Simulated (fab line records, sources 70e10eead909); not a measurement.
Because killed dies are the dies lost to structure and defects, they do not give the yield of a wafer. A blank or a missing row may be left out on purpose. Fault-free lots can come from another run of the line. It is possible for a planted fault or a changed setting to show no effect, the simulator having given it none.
Chamber matching / flow nand_harc / rie_diel-12 running NHARC_P_M1_ETCH_35: 4 sister chambers
The step etches the open film in N2/H2, target depth 40 nm, overetch 12 nm, time 43.94 s. 4 wafers are shown with their chamber, then 7 later ones without.

## WAFERS, EACH WITH ITS CHAMBER
wafer=L078.5; chamber=0; showerhead_plenum_p_Torr (Torr)=2.12
wafer=L087.6; chamber=1; showerhead_plenum_p_Torr (Torr)=2.02
wafer=L095.1; chamber=3; showerhead_plenum_p_Torr (Torr)=1.97
wafer=L095.2; chamber=2; showerhead_plenum_p_Torr (Torr)=1.99

## WAFERS WITH NO CHAMBER GIVEN
wafer=L095.5; showerhead_plenum_p_Torr (Torr)=2.01
wafer=L096.1; showerhead_plenum_p_Torr (Torr)=1.97
wafer=L096.3; showerhead_plenum_p_Torr (Torr)=1.99
wafer=L096.6; showerhead_plenum_p_Torr (Torr)=1.99
wafer=L097.1; showerhead_plenum_p_Torr (Torr)=1.99
wafer=L097.2; showerhead_plenum_p_Torr (Torr)=2.12
wafer=L097.4; showerhead_plenum_p_Torr (Torr)=1.97

## WHICH CHAMBER EACH WENT THROUGH
wafer=L095.5; from the rows above=1; in truth=1
wafer=L096.1; from the rows above=3; in truth=3
wafer=L096.3; from the rows above=2; in truth=2
wafer=L096.6; from the rows above=2; in truth=2
wafer=L097.1; from the rows above=2; in truth=2
wafer=L097.2; from the rows above=0; in truth=0
wafer=L097.4; from the rows above=3; in truth=3
7 of 7 placed correctly. From these rows, 0 cannot be placed. Wrongly placed: 0.
How it was worked out, from the rows above alone: a wafer's distance from a chamber is the root of the sum, over the readings, of the square of ((its reading less the chamber's mean) divided by the reading's scatter). If the next closest chamber is less than 2 further off than the closest, the wafer can't be placed; otherwise it belongs to the closest. Each chamber's mean is taken over the wafers shown for it. The scatter (one wafer shown for each chamber): square how far every hidden wafer sits from the nearest shown wafer, average those squares and take the square root.
